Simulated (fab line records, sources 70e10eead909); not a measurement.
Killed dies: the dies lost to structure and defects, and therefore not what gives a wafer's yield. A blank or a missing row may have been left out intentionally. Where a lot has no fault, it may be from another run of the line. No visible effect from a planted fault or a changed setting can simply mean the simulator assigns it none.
Chamber matching | flow nand-harc | 4 sister chambers for NHARC_A_STAIRCASE_ETCH_169 on rie-diel-09
The step etches the open film in CH3F/O2, target depth 50 nm, time 107.1 s. 14 wafers are shown with their chamber, then 7 later ones without.

== WAFERS WITH THEIR CHAMBER ==
wafer  | chamber | drypump-motor-current-A (A) | showerhead-plenum-p-Torr (Torr) | rf-vpp-V (V)
L074.1 | 1       | 5.6                         | 2.48                            | 245.0
L074.3 | 2       | 4.9                         | 2.51                            | 246.5
L074.5 | 3       | 6.5                         | 2.55                            | 247.1
L075.1 | 1       | 5.6                         | 2.48                            | 244.0
L075.2 | 3       | 6.4                         | 2.55                            | 244.9
L075.4 | 0       | 5.8                         | 2.38                            | 243.3
L077.1 | 1       | 5.6                         | 2.48                            | 244.6
L077.5 | 0       | 5.8                         | 2.38                            | 242.9
L077.6 | 1       | 5.6                         | 2.48                            | 244.3
L078.3 | 0       | 5.8                         | 2.38                            | 243.6
L078.5 | 2       | 4.9                         | 2.51                            | 244.5
L078.6 | 1       | 5.6                         | 2.47                            | 243.2
L084.3 | 2       | 4.9                         | 2.50                            | 244.3
L084.4 | 1       | 5.6                         | 2.47                            | 244.5

SIGNATURES, as means of the wafers listed above
reading                  | chamber 0 | chamber 1 | chamber 2 | chamber 3 | scatter within a chamber
drypump-motor-current-A  | 5.800     | 5.600     | 4.900     | 6.450     | 0.0224
showerhead-plenum-p-Torr | 2.3800    | 2.4767    | 2.5067    | 2.5500    | 0.00447
rf-vpp-V                 | 243.267   | 244.267   | 245.100   | 246.000   | 0.868
Rule: distance of a wafer from a chamber = root of the sum over the readings of ((wafer's reading minus chamber's mean) / reading's scatter) squared. If the next closest chamber is less than 2 further off than the closest, the wafer can't be placed; otherwise it belongs to the closest. How the scatter is found: for the shown wafers, subtract from each reading the mean of its chamber, square and add these, divide the total by (wafers less chambers), then take the root.

== WAFERS WITH NO CHAMBER GIVEN ==
wafer  | drypump-motor-current-A (A) | showerhead-plenum-p-Torr (Torr) | rf-vpp-V (V)
L084.6 | 5.6                         | 2.47                            | 244.0
L091.1 | 5.6                         | 2.46                            | 244.6
L091.2 | 6.4                         | 2.53                            | 244.1
L091.4 | 5.8                         | 2.36                            | 242.6
L096.1 | 6.5                         | 2.53                            | 246.9
L096.2 | 5.6                         | 2.45                            | 243.8
L096.5 | 4.9                         | 2.48                            | 244.3

== CHAMBER TAKEN BY EACH ==
wafer  | from the rows above | in truth
L084.6 | 1                   | 1
L091.1 | 1                   | 1
L091.2 | 3                   | 3
L091.4 | 0                   | 0
L096.1 | 3                   | 3
L096.2 | 1                   | 1
L096.5 | 2                   | 2
Correct placement for 7 of the 7. Can't be placed from these rows: 0. 0 placed wrongly.
